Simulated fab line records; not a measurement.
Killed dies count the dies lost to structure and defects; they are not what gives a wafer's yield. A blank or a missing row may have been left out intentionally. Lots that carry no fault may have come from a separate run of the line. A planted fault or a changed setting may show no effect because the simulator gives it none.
Struck lot and sound lot, side by side	flow nand harc	14 out of 1302 route steps
Sound: these wafers, L828.1, L828.2, L828.5. The struck wafers were L834.1, L834.2, L834.4. The cause comes at the end.
Each step with rows lists, per side, the tool, then ch with its chambers, then its first start. Under that, the readings that differ: sound wafers	struck wafers	difference of the means	sigmas: that difference in standard deviations of wafers without a fault.
alike: words and numbers the same on both sides, and readings whose means are apart by under 2 such deviations; not compared: readings that were withheld, readings missing a value for some wafer, numbers with overlapping values and no deviation given by the record, and bounds like >300 which may hide the same value.
Wherever a step has rows on one side only, a row that says differs or no value, or a row with sigmas, the two part there. Numbers that have no deviation but don't overlap get no sigmas and don't part them. Lack of a reading on every wafer of one side parts them only where that side has two or more wafers.

first, 6 steps without rows for these wafers: NHARC_A_STAIRCASE_SOFTBAKE_305 (time 170 s); NHARC_A_STAIRCASE_EBR_306; NHARC_A_STAIRCASE_EXPOSE_307 (exposes mask CHOP 50); NHARC_A_STAIRCASE_PEB_308 (peb time 130 s); NHARC_A_STAIRCASE_DEVELOP_309 (time 140 s); NHARC_A_STAIRCASE_HARDBAKE_311 (time 140 s).
NHARC_A_STAIRCASE_DESCUM_312: chemistry O2, time 3 s.
  sound on rie diel-07 ch 2,3, day 19 01:07; struck on rie diel-07 ch 0,2,3, day 21 08:53
  alike: chamber pressure mTorr, drypump motor current A, oes product au, rf vpp V, showerhead plenum p Torr, throttle valve pct
  not compared: rf hours counter h
NHARC_A_STAIRCASE_ETCH_313: etches the open film in CF4/CHF3.
  sound on rie diel-07 ch 0,1, day 19 01:11; struck on rie diel-07 ch 0,2,3, day 21 08:59
  alike: chamber pressure mTorr, drypump motor current A, oes product au, rf fwd power W, rf vpp V, showerhead plenum p Torr, throttle valve pct
  not compared: rf hours counter h
NHARC_A_STAIRCASE_HM_OPEN_463: chemistry O2/COS.
  sound on rie diel-07 ch 0,2,3; struck on rie diel-07 ch 1,2,3
  alike: chamber pressure mTorr, drypump motor current A, oes product au, rf vpp V, showerhead plenum p Torr, throttle valve pct
  not compared: rf hours counter h
then, 1 step without rows for these wafers: NHARC_A_STAIRCASE_STRIP_464 (strips in O2/COS).
NHARC_A_STAIRCASE_ETCH_453: etches the open film in CF4/O2, target depth 30 nm, overetch 3 nm, time 16.5 s.
  sound on rie diel-07 ch 0,3; struck on rie diel-07 ch 1,2,3
  alike: chamber pressure mTorr, drypump motor current A, oes product au, rf fwd power W, rf vpp V, showerhead plenum p Torr, throttle valve pct
  not compared: rf hours counter h
NHARC_A_STAIRCASE_ETCH_315: etches the open film in C4F8/O2/Ar, target depth 2500 nm, time 607.1 s.
  sound on rie diel-07 ch 1,2,3, day 19 01:47; struck on rie diel-07 ch 1,2,3, day 21 09:32
reading	sound	struck	difference	sigmas
oes product au (a.u.)	0.918 0.926 0.928	1.012 1.012 1.015	+0.089	+8
rf fwd power W (W)	597.9 600.1 597.6	694.7 693.4 696.9	+96.5	+54
  alike: chamber pressure mTorr, rf vpp V
  not compared: rf hours counter h
NHARC_A_STAIRCASE_STRIP_316: strips in O2.
  sound on rie diel-07 ch 0,1,3; struck on rie diel-07 ch 1,2,3
  alike: chamber pressure mTorr, drypump motor current A, oes product au, rf vpp V, showerhead plenum p Torr, throttle valve pct
  not compared: rf hours counter h
-- break in the record here, with 7 days between the starts of the struck wafers on either side (left off in module A_STAIRCASE, picked up again in module END, where the first step shown is number 1302 on the route) --
NHARC_END_SORT_01:
  sound on prober-01 ch 0, day 26 07:51; struck on prober-01 ch 0, day 28 19:31
  alike: killed at array, killed at other, killed at periphery, killed dies, killed open, killed short

== WHERE THEY PART ==
Only at NHARC_A_STAIRCASE_ETCH_315, as far as this record shows. Later steps at which nothing parts them and some readings are alike: NHARC_A_STAIRCASE_STRIP_316, NHARC_END_SORT_01.

WHY: whatever the simulator had introduced
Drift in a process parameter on rie diel-07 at NHARC_A_STAIRCASE_ETCH_315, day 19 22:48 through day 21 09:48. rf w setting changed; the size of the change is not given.
